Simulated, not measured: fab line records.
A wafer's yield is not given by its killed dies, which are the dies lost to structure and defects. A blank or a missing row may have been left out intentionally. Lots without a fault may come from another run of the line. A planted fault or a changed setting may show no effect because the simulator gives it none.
fab line records | flow n5-finfet | part 1 of 2: steps 1 to 20 of 27
[record] lots = 5 wafers = 15 last-day = 16
route steps=1938 shown BEOL_M8@1356
lots untouched by any fault: they come from a run of this same line in which no faults occurred
start-h: hours from the record's opening day to when the first of the lot's shown wafers began | wait-h: time in hours since the lot's previous step | " as in the row above | L1.1+2: a row that stands for several wafers | - no value, or no start was given | * or withheld: withheld | < > ~ a bound
route shown NAME@n: a module of which the file shows steps, and the number in the route of the first | usual: the fault-free wafers' mean and standard deviation | same: alike in all rows | chamber/n: place in a boat | sites: the reading at each site | _std_site: how widely they spread, as a standard deviation | _edge_site: inner sites' mean taken away from outer sites' mean | radius-mm: for every site, how far away it sits from the centre of the wafer | mask NAME#n: copy n | behind: the tool/chamber that last shaped the wafer | hold: cause of the lot's hold/its duration in hours/its outcome | device: the n, p or np transistor that did not switch | end of line: the route-end tests of the same wafers | a step with no rows: only its recipe | killed: count of dies lost to structure and defects at first sort (not the wafer's yield) | map: a wafer's dies, x killed, . not, _ none there
set.NAME: the setting that was run; set.NAME@STEP: the one run at that earlier step | model.NAME: the simulator's own value behind a step, which no gauge read
lots at selected steps of the route; one table per step, one row per wafer
services: when a tool's chamber went out of use (start-h, in hours from the record's first day, below 0 if earlier), for how many hours, and the reason
[[steps]]
[step N5_BEOL_M8_COAT_63]
[recipe] resist = SOC temp-c = 250 time-s = 60 spin-rpm = 1500 resist-thk-nm = 60
[usual] chill-plate-temp-C = 23.00/0.096
// columns lot.wafer tool chamber start-h wait-h chill-plate-temp-C
L080.2 litho-track-03 0 232.35 0.4 22.75
L080.4 " 0 " " 23.07
L080.5 " 0 " " 22.82
L078.2 litho-track-01 0 235.48 0.5 23.02
L078.4 " 0 " " 23.03
L078.5 " 0 " " 22.93
L082.2 litho-track-01 0 245.55 2.2 22.88
L082.3 " 0 " " 22.89
L082.5 " 0 " " 22.91
L083.3 litho-track-05 0 245.56 1.9 23.16
L083.5 " 0 " " 23.10
L083.6 " 0 " " 23.02
L092.2 litho-track-03 0 307.07 0.4 23.02
L092.3 " 0 " " 23.10
L092.5 " 0 " " 23.12
[step N5_BEOL_M8_COAT_64]
[recipe] resist = SiARC temp-c = 220 time-s = 60 spin-rpm = 1500 resist-thk-nm = 12
[usual] chill-plate-temp-C = 23.04/0.098
// columns lot.wafer tool chamber start-h wait-h chill-plate-temp-C
L080.2 litho-track-03 0 - - 23.01
L080.4 " 0 " " 22.87
L080.5 " 0 " " 22.93
L078.2 litho-track-01 0 - - 23.10
L078.4 " 0 " " 23.11
L078.5 " 0 " " 23.14
L082.2 litho-track-01 0 - - 22.96
L082.3 " 0 " " 23.02
L082.5 " 0 " " 22.99
L083.3 litho-track-05 0 - - 22.98
L083.5 " 0 " " 22.97
L083.6 " 0 " " 22.91
L092.2 litho-track-03 0 - - 23.16
L092.3 " 0 " " 23.23
L092.5 " 0 " " 23.11
[step N5_BEOL_M8_COAT_71]
[recipe] resist = underlayer temp-c = 205 time-s = 60 spin-rpm = 1500 resist-thk-nm = 5
[usual] chill-plate-temp-C = 22.99/0.12
// columns lot.wafer tool chamber start-h wait-h chill-plate-temp-C
L080.2 litho-track-03 0 - - 22.80
L080.4 " 0 " " 22.73
L080.5 " 0 " " 22.99
L078.2 litho-track-01 0 - - 23.21
L078.4 " 0 " " 22.86
L078.5 " 0 " " 23.21
L082.2 litho-track-01 0 - - 23.03
L082.3 " 0 " " 23.07
L082.5 " 0 " " 22.98
L083.3 litho-track-05 0 - - 23.04
L083.5 " 0 " " 22.95
L083.6 " 0 " " 23.07
L092.2 litho-track-03 0 - - 23.04
L092.3 " 0 " " 23.25
L092.5 " 0 " " 23.19
[step N5_BEOL_M8_COAT_22]
[recipe] resist = CAR-EUV spin-rpm = 1500 resist-thk-nm = 30
[usual] chill-plate-temp-C = 22.98/0.098
// columns lot.wafer tool chamber start-h wait-h chill-plate-temp-C
L080.2 litho-track-03 0 - - 23.05
L080.4 " 0 " " 23.16
L080.5 " 0 " " 23.01
L078.2 litho-track-01 0 - - 22.94
L078.4 " 0 " " 23.01
L078.5 " 0 " " 22.83
L082.2 litho-track-01 0 - - 23.00
L082.3 " 0 " " 22.90
L082.5 " 0 " " 22.98
L083.3 litho-track-05 0 - - 22.99
L083.5 " 0 " " 23.08
L083.6 " 0 " " 22.97
L092.2 litho-track-03 0 - - 23.15
L092.3 " 0 " " 23.15
L092.5 " 0 " " 23.13
[step N5_BEOL_M8_EBR_24]
[recipe] solvent = PGMEA ebr-width-mm = 1.5
[usual] chill-plate-temp-C = 23.02/0.1
// columns lot.wafer tool chamber start-h wait-h chill-plate-temp-C
L080.2 litho-track-03 0 - - 23.01
L080.4 " 0 " " 23.02
L080.5 " 0 " " 22.89
L078.2 litho-track-01 0 - - 23.15
L078.4 " 0 " " 23.03
L078.5 " 0 " " 23.04
L082.2 litho-track-01 0 - - 22.84
L082.3 " 0 " " 22.97
L082.5 " 0 " " 22.93
L083.3 litho-track-05 0 - - 23.05
L083.5 " 0 " " 23.06
L083.6 " 0 " " 23.04
L092.2 litho-track-03 0 - - 23.14
L092.3 " 0 " " 23.00
L092.5 " 0 " " 23.07
[step N5_BEOL_M8_SOFTBAKE_23]
[recipe] temp-c = 110 time-s = 60 resist = CAR-EUV
[usual] chill-plate-temp-C = 23.02/0.1
// columns lot.wafer tool chamber start-h wait-h chill-plate-temp-C
L080.2 litho-track-03 0 - - 23.01
L080.4 " 0 " " 23.14
L080.5 " 0 " " 23.11
L078.2 litho-track-01 0 - - 23.00
L078.4 " 0 " " 22.82
L078.5 " 0 " " 22.98
L082.2 litho-track-01 0 - - 23.10
L082.3 " 0 " " 22.99
L082.5 " 0 " " 23.06
L083.3 litho-track-05 0 - - 23.08
L083.5 " 0 " " 23.20
L083.6 " 0 " " 23.12
L092.2 litho-track-03 0 - - 23.08
L092.3 " 0 " " 23.13
L092.5 " 0 " " 23.01
[step N5_BEOL_M8_EXPOSE_25]
[recipe] mask-id = V7 na = 0.33 source-shape = annular sigma-inner = 0.4 sigma-outer = 0.8 polarization = unpolarized target-cd-nm = 40 dose-mj = 42.5
[same] sigma-inner = 0.4
// columns lot.wafer tool chamber start-h wait-h mask
L080.2+4+5 euv-scanner-01 0 232.50 - V7#0
L078.2+4+5 euv-scanner-01 0 235.63 - V7#0
L082.2+3+5 euv-scanner-01 0 245.82 - V7#0
L083.3+5+6 euv-scanner-01 0 245.87 - V7#0
L092.2+3+5 euv-scanner-02 0 307.21 - V7#0
[step N5_BEOL_M8_PEB_26]
[recipe] peb-temp-c = 100 peb-time-s = 60 resist = CAR-EUV
[usual] chill-plate-temp-C = 22.98/0.13
// columns lot.wafer tool chamber start-h wait-h chill-plate-temp-C
L080.2 litho-track-01 0 232.55 0.1 22.66
L080.4 " 0 " " 22.83
L080.5 " 0 " " 22.94
L078.2 litho-track-05 0 235.69 0.1 23.06
L078.4 " 0 " " 22.87
L078.5 " 0 " " 22.99
L082.2 litho-track-05 0 245.88 0.1 22.87
L082.3 " 0 " " 22.77
L082.5 " 0 " " 22.85
L083.3 litho-track-01 0 245.92 0.0 23.16
L083.5 " 0 " " 23.05
L083.6 " 0 " " 23.09
L092.2 litho-track-03 0 307.27 0.1 22.87
L092.3 " 0 " " 22.89
L092.5 " 0 " " 23.20
[step N5_BEOL_M8_DEVELOP_27]
[recipe] develop-time-s = 30 developer = TMAH resist = CAR-EUV rinse-liquid = surfactant-rinse dry = air-spin dev-temp-c = 23
[usual] chill-plate-temp-C = 22.99/0.11 developer-temp-C = 23.00/0.1
// columns lot.wafer tool chamber start-h wait-h chill-plate-temp-C developer-temp-C
L080.2 litho-track-01 0 - - 22.94 23.01
L080.4 " 0 " " 22.84 23.08
L080.5 " 0 " " 22.99 22.98
L078.2 litho-track-05 0 - - 22.77 22.91
L078.4 " 0 " " 22.90 22.87
L078.5 " 0 " " 22.85 22.95
L082.2 litho-track-05 0 - - 23.01 22.99
L082.3 " 0 " " 22.91 22.92
L082.5 " 0 " " 23.13 22.94
L083.3 litho-track-01 0 - - 22.97 22.90
L083.5 " 0 " " 22.99 22.97
L083.6 " 0 " " 22.95 22.86
L092.2 litho-track-03 0 - - 23.12 22.96
L092.3 " 0 " " 23.09 23.02
L092.5 " 0 " " 23.09 22.84
[step N5_BEOL_M8_CD_MEAS_28]
[recipe] target-cd-nm = 40 landing-energy-ev = 500 detector = se-inlens
[usual] cd-nm = 39.94/0.25
// columns lot.wafer tool chamber start-h wait-h cd-nm
L080.2 cd-sem-02 0 232.62 - 39.63
L080.4 " 0 " " 40.22
L080.5 " 0 " " 40.00
L078.2 cd-sem-03 0 235.76 - 40.04
L078.4 " 0 " " 40.21
L078.5 " 0 " " 40.16
L082.2 cd-sem-03 0 245.95 - 39.45
L082.3 " 0 " " 39.73
L082.5 " 0 " " 39.45
L083.3 cd-sem-01 0 245.99 - 40.33
L083.5 " 0 " " 40.04
L083.6 " 0 " " 39.89
L092.2 cd-sem-02 0 307.34 - 40.24
L092.3 " 0 " " 40.17
L092.5 " 0 " " 39.92
[step N5_BEOL_M8_OVL_MEAS_29]
[recipe] points-per-wafer = 522
[usual] V7_OVL = -0.2/0.66
// columns lot.wafer tool chamber start-h wait-h V7_OVL[nm]
L080.2 overlay-01 0 232.66 0.0 0.0
L080.4 " 0 " " -0.4
L080.5 " 0 " " -0.5
L078.2 overlay-02 0 235.80 0.0 -0.4
L078.4 " 0 " " -0.1
L078.5 " 0 " " -0.7
L082.2 overlay-01 0 245.98 0.0 0.7
L082.3 " 0 " " 0.5
L082.5 " 0 " " 0.4
L083.3 overlay-02 0 246.03 0.0 0.1
L083.5 " 0 " " 0.0
L083.6 " 0 " " -0.5
L092.2 overlay-02 0 307.37 0.0 -0.8
L092.3 " 0 " " -0.6
L092.5 " 0 " " -1.0
[step N5_BEOL_M8_INSPECT_30]
[recipe] mode = adi inspect-instrument = brightfield
[usual] raw-defect-count = 426/97
// columns lot.wafer tool chamber start-h wait-h raw-defect-count
L080.2 defect-inspect-01 - 232.71 0.0 406
L080.4 " - " " 459
L080.5 " - " " 424
L078.2 defect-inspect-02 - 235.85 0.0 388
L078.4 " - " " 352
L078.5 " - " " 305
L082.2 defect-inspect-02 - 246.04 0.0 369
L082.3 " - " " 386
L082.5 " - " " 373
L083.3 defect-inspect-02 - 246.08 0.0 461
L083.5 " - " " 534
L083.6 " - " " 403
L092.2 defect-inspect-01 - 307.43 0.0 350
L092.3 " - " " 374
L092.5 " - " " 371
[step N5_BEOL_M8_DESCUM_33]
[recipe] chemistry = O2 time-s = 7 source-power-w = 50 bias-power-w = 20 pressure-mtorr = 20 rf-frequency-hz = 2.712e+07 temp-c = 40 resist = CAR-EUV o2-flow-sccm = 225
[usual] drypump-motor-current-A = 5.8/0.53 oes-product-au = 0.80/0.079 rf-vpp-V = 242.9/1.3 showerhead-plenum-p-Torr = 2.08/0.068 throttle-valve-pct = 20.45/0.24
// columns lot.wafer tool chamber start-h wait-h drypump-motor-current-A oes-product-au rf-hours-counter-h rf-vpp-V showerhead-plenum-p-Torr throttle-valve-pct
L080.2 rie-diel-04 1 232.74 0.0 5.9 0.92 23 241.6 2.05 20.33
L080.4 " 2 " " 5.9 0.81 92 242.7 2.03 20.53
L080.5 " 0 " " 6.5 0.95 - 242.0 2.06 20.31
L078.2 rie-diel-06 1 235.88 0.0 5.7 0.74 163 244.7 2.18 20.88
L078.4 " 2 " " 5.9 0.70 179 241.2 2.00 20.30
L078.5 " 1 " " 5.7 0.73 - 243.9 2.18 20.87
L082.2 rie-diel-06 3 246.07 0.0 4.9 0.78 118 241.7 2.10 20.52
L082.3 " 0 " " 6.8 0.76 133 241.1 2.00 20.07
L082.5 " 3 " " 4.9 0.78 - 244.3 2.10 20.52
L083.3 rie-diel-02 1 246.11 0.0 5.5 0.69 232 243.5 2.15 20.68
L083.5 " 2 " " 6.5 0.80 - 243.3 2.10 20.53
L083.6 " 1 " " 5.5 0.69 - 243.5 2.15 20.69
L092.2 rie-diel-02 2 307.46 0.0 6.5 0.77 136 244.4 2.09 20.57
L092.3 " 1 " " 5.5 0.97 3 244.5 2.15 20.32
L092.5 " 1 " " 5.5 0.97 - 243.8 2.15 20.32
[step N5_BEOL_M8_ETCH_72]
[recipe] chemistry = N2/H2 target = underlayer target-depth-a = 65 mask-material = CAR-EUV time-s = 5.2 ion-energy-ev = 200 pressure-mtorr = 30 source-w = 840 bias-w = 150 n2-flow-sccm = 200 h2-flow-sccm = 200 ends = cleared
[usual] bias-w = 150.0/0.44 drypump-motor-current-A = 5.8/0.54 etch-rf-on-time-s = 5.18/0.095 oes-product-au = 0.68/0.068 rf-vpp-V = 523.5/2.6 showerhead-plenum-p-Torr = 2.53/0.082 throttle-valve-pct = 17.91/0.26
// columns lot.wafer tool chamber start-h wait-h bias-w drypump-motor-current-A etch-rf-on-time-s oes-product-au rf-hours-counter-h rf-vpp-V showerhead-plenum-p-Torr throttle-valve-pct
L080.2 rie-diel-04 1 232.78 0.0 150.1 6.0 5.07 0.79 23 521.8 2.49 17.76
L080.4 " 2 " " 150.3 5.9 5.15 0.69 92 519.8 2.46 17.94
L080.5 " 0 " " 149.4 6.5 5.02 0.80 - 521.7 2.49 17.54
L078.2 rie-diel-06 1 235.92 0.0 149.5 5.7 5.16 0.63 163 524.3 2.65 18.29
L078.4 " 2 " " 149.7 6.0 5.26 0.61 179 521.6 2.43 17.73
L078.5 " 1 " " 150.3 5.7 5.19 0.63 - 525.1 2.65 18.26
L082.2 rie-diel-06 3 246.10 0.0 150.1 4.9 5.09 0.67 118 524.9 2.56 18.09
L082.3 " 0 " " 150.4 6.8 5.25 0.63 133 519.4 2.45 17.58
L082.5 " 3 " " 150.9 4.9 5.12 0.66 - 524.7 2.56 18.13
L083.3 rie-diel-02 1 246.15 0.0 150.3 5.5 5.19 0.58 232 526.0 2.62 18.21
L083.5 " 2 " " 149.8 6.5 5.12 0.69 - 525.0 2.56 18.04
L083.6 " 1 " " 150.4 5.5 5.19 0.59 - 527.3 2.62 18.17
L092.2 rie-diel-02 2 307.49 0.0 150.0 6.5 5.12 0.66 136 523.9 2.55 18.06
L092.3 " 1 " " 150.3 5.5 5.21 0.83 3 523.3 2.61 17.80
L092.5 " 1 " " 150.1 5.5 5.17 0.83 - 525.0 2.62 17.81
[step N5_BEOL_M8_ETCH_65]
[recipe] chemistry = CF4 target = SiARC target-depth-a = 156 mask-material = CAR-EUV time-s = 26 ion-energy-ev = 80 pressure-mtorr = 40 source-w = 545 bias-w = 36 Ar_flow_sccm = 100 cf4-flow-sccm = 100 ends = cleared
[usual] bias-w = 36.01/0.1 drypump-motor-current-A = 5.8/0.53 etch-rf-on-time-s = 26.0/0.5 oes-product-au = 0.68/0.069 rf-vpp-V = 183.9/1.1 showerhead-plenum-p-Torr = 2.13/0.065 throttle-valve-pct = 15.61/0.23
// columns lot.wafer tool chamber start-h wait-h bias-w drypump-motor-current-A etch-rf-on-time-s oes-product-au rf-hours-counter-h rf-vpp-V showerhead-plenum-p-Torr throttle-valve-pct
L080.2 rie-diel-04 1 232.79 0.0 36.06 6.0 25.5 0.79 23 183.3 2.10 15.46
L080.4 " 2 " " 36.10 5.8 26.0 0.69 92 183.0 2.07 15.62
L080.5 " 0 " " 36.14 6.5 25.2 0.81 - 184.8 2.11 15.39
L078.2 rie-diel-06 1 235.93 0.0 36.18 5.7 26.3 0.62 163 184.2 2.21 15.93
L078.4 " 2 " " 35.98 6.0 26.8 0.61 179 182.3 2.05 15.51
L078.5 " 1 " " 35.89 5.7 26.2 0.62 - 183.8 2.21 15.95
L082.2 rie-diel-06 3 246.12 0.0 35.91 4.9 25.8 0.67 118 183.5 2.15 15.70
L082.3 " 0 " " 35.96 6.9 26.5 0.65 133 182.8 2.06 15.41
L082.5 " 3 " " 36.02 4.9 25.6 0.67 - 184.1 2.15 15.67
L083.3 rie-diel-02 1 246.16 0.0 36.06 5.5 26.2 0.58 232 184.6 2.20 15.90
L083.5 " 2 " " 36.18 6.5 25.6 0.69 - 184.3 2.15 15.73
L083.6 " 1 " " 36.12 5.5 26.1 0.59 - 184.4 2.20 15.90
L092.2 rie-diel-02 2 307.51 0.0 36.08 6.5 25.7 0.67 136 184.3 2.14 15.79
L092.3 " 1 " " 36.17 5.5 25.9 0.83 3 185.7 2.19 15.45
L092.5 " 1 " " 35.97 5.5 25.8 0.83 - 184.7 2.19 15.44
[step N5_BEOL_M8_ETCH_66]
[recipe] chemistry = N2/H2 target = SOC target-depth-a = 800 overetch-a = 160 mask-material = SiARC temp-c = 40 time-s = 120 ion-energy-ev = 200 pressure-mtorr = 30 source-w = 840 bias-w = 150 n2-flow-sccm = 200 h2-flow-sccm = 200
[usual] bias-w = 150.0/0.46 drypump-motor-current-A = 5.8/0.54 oes-product-au = 0.61/0.056 rf-vpp-V = 523.5/2.4 showerhead-plenum-p-Torr = 2.53/0.082 throttle-valve-pct = 17.87/0.26
// columns lot.wafer tool chamber start-h wait-h bias-w drypump-motor-current-A oes-product-au rf-hours-counter-h rf-vpp-V showerhead-plenum-p-Torr throttle-valve-pct
L080.2 rie-diel-04 1 232.82 0.0 149.7 5.9 0.69 23 523.2 2.49 17.71
L080.4 " 2 " " 149.8 5.9 0.61 92 521.3 2.46 17.91
L080.5 " 0 " " 149.7 6.5 0.71 - 521.7 2.49 17.51
L078.2 rie-diel-06 1 235.96 0.0 149.6 5.7 0.56 163 525.6 2.65 18.24
L078.4 " 2 " " 149.1 6.0 0.55 179 522.4 2.43 17.66
L078.5 " 1 " " 149.7 5.7 0.56 - 526.0 2.65 18.24
L082.2 rie-diel-06 3 246.15 0.0 150.2 4.9 0.59 118 522.5 2.56 18.05
L082.3 " 0 " " 150.2 6.8 0.59 133 520.8 2.45 17.55
L082.5 " 3 " " 149.6 4.9 0.60 - 523.9 2.56 18.06
L083.3 rie-diel-02 1 246.19 0.0 149.1 5.5 0.53 232 525.8 2.62 18.15
L083.5 " 2 " " 149.8 6.5 0.61 - 524.2 2.56 17.97
L083.6 " 1 " " 149.7 5.5 0.54 - 526.4 2.62 18.15
L092.2 rie-diel-02 2 307.54 0.0 149.7 6.5 0.60 136 522.9 2.55 18.03
L092.3 " 1 " " 150.9 5.5 0.73 3 527.2 2.61 17.75
L092.5 " 1 " " 150.9 5.5 0.74 - 525.8 2.61 17.75
[step N5_BEOL_M8_STRIP_69]
[recipe] chemistry = N2/H2 temp-c = 40 n2-flow-sccm = 200 h2-flow-sccm = 200 rf-frequency-hz = 6e+07
// columns lot.wafer tool chamber start-h wait-h
L080.2+4+5 rie-diel-04 1,2,0 232.90 0.0
L078.2+4+5 rie-diel-06 1,2,1 236.04 0.0
L082.2+3+5 rie-diel-06 3,0,3 246.23 0.0
L083.3+5+6 rie-diel-02 1,2,1 246.27 0.0
L092.2+3+5 rie-diel-02 2,1,1 307.62 0.0
[step N5_BEOL_M8_STRIP_73]
[recipe] chemistry = N2/H2 temp-c = 40 n2-flow-sccm = 200 h2-flow-sccm = 200 rf-frequency-hz = 6e+07
// columns lot.wafer tool chamber start-h wait-h
L080.2+4+5 rie-diel-04 1,2,0 232.91 0.0
L078.2+4+5 rie-diel-06 1,2,1 236.05 0.0
L082.2+3+5 rie-diel-06 3,0,3 246.24 0.0
L083.3+5+6 rie-diel-02 1,2,1 246.28 0.0
L092.2+3+5 rie-diel-02 2,1,1 307.63 0.0
[step N5_BEOL_M8_VIA_ETCH_34]
[recipe] chemistry = C4F6/O2 target = SiCOH_lowk target-depth-a = 1255 mask-material = SOC taper-deg = 4 time-s = 50.5 ion-energy-ev = 250 pressure-mtorr = 30 source-w = 345 bias-w = 185 Ar_flow_sccm = 300 C4F6_flow_sccm = 10 O2_flow_sccm = 10
[usual] bias-w = 185.0/0.54 drypump-motor-current-A = 5.8/0.53 oes_f_703_au = 0.79/0.079 oes-product-au = 0.80/0.08 rf-vpp-V = 669/5.7 showerhead-plenum-p-Torr = 2.83/0.086 throttle-valve-pct = 20.90/0.24
// columns lot.wafer tool chamber start-h wait-h bias-w drypump-motor-current-A oes_f_703_au oes-product-au rf-hours-counter-h rf-vpp-V showerhead-plenum-p-Torr throttle-valve-pct
L080.2 rie-diel-04 1 232.92 0.0 185.2 5.9 0.92 0.91 23 664 2.78 20.80
L080.4 " 2 " " 185.1 5.8 0.79 0.79 92 673 2.76 20.95
L080.5 " 0 " " 184.8 6.5 0.94 0.94 - 662 2.81 20.78
L078.2 rie-diel-06 1 236.06 0.0 185.7 5.7 0.73 0.72 163 673 2.95 21.25
L078.4 " 2 " " 184.9 6.0 0.70 0.71 179 672 2.73 20.75
L078.5 " 1 " " 185.5 5.7 0.73 0.72 - 674 2.95 21.26
L082.2 rie-diel-06 3 246.25 0.0 185.2 4.9 0.78 0.78 118 676 2.86 21.01
L082.3 " 0 " " 184.7 6.8 0.74 0.75 134 668 2.73 20.54
L082.5 " 3 " " 184.2 4.9 0.77 0.78 - 675 2.86 21.00
L083.3 rie-diel-02 1 246.29 0.0 185.0 5.5 0.69 0.69 232 667 2.92 21.12
L083.5 " 2 " " 185.2 6.4 0.81 0.81 - 670 2.87 21.07
L083.6 " 1 " " 185.3 5.5 0.70 0.68 - 669 2.92 21.11
L092.2 rie-diel-02 2 307.64 0.0 185.6 6.5 0.79 0.78 136 670 2.85 21.11
L092.3 " 1 " " 184.8 5.5 0.97 0.97 3 668 2.91 20.78
L092.5 " 1 " " 184.7 5.5 0.96 0.97 - 667 2.91 20.79
[step N5_BEOL_M8_STRIP_76]
[recipe] chemistry = C4F6/O2 resist = SiARC rf-frequency-hz = 6e+07
// columns lot.wafer tool chamber start-h wait-h
L080.2+4+5 rie-diel-04 1,2,0 232.97 0.0
L078.2+4+5 rie-diel-06 1,2,1 236.10 0.0
L082.2+3+5 rie-diel-06 3,0,3 246.29 0.0
L083.3+5+6 rie-diel-02 1,2,1 246.33 0.0
L092.2+3+5 rie-diel-02 2,1,1 307.68 0.0
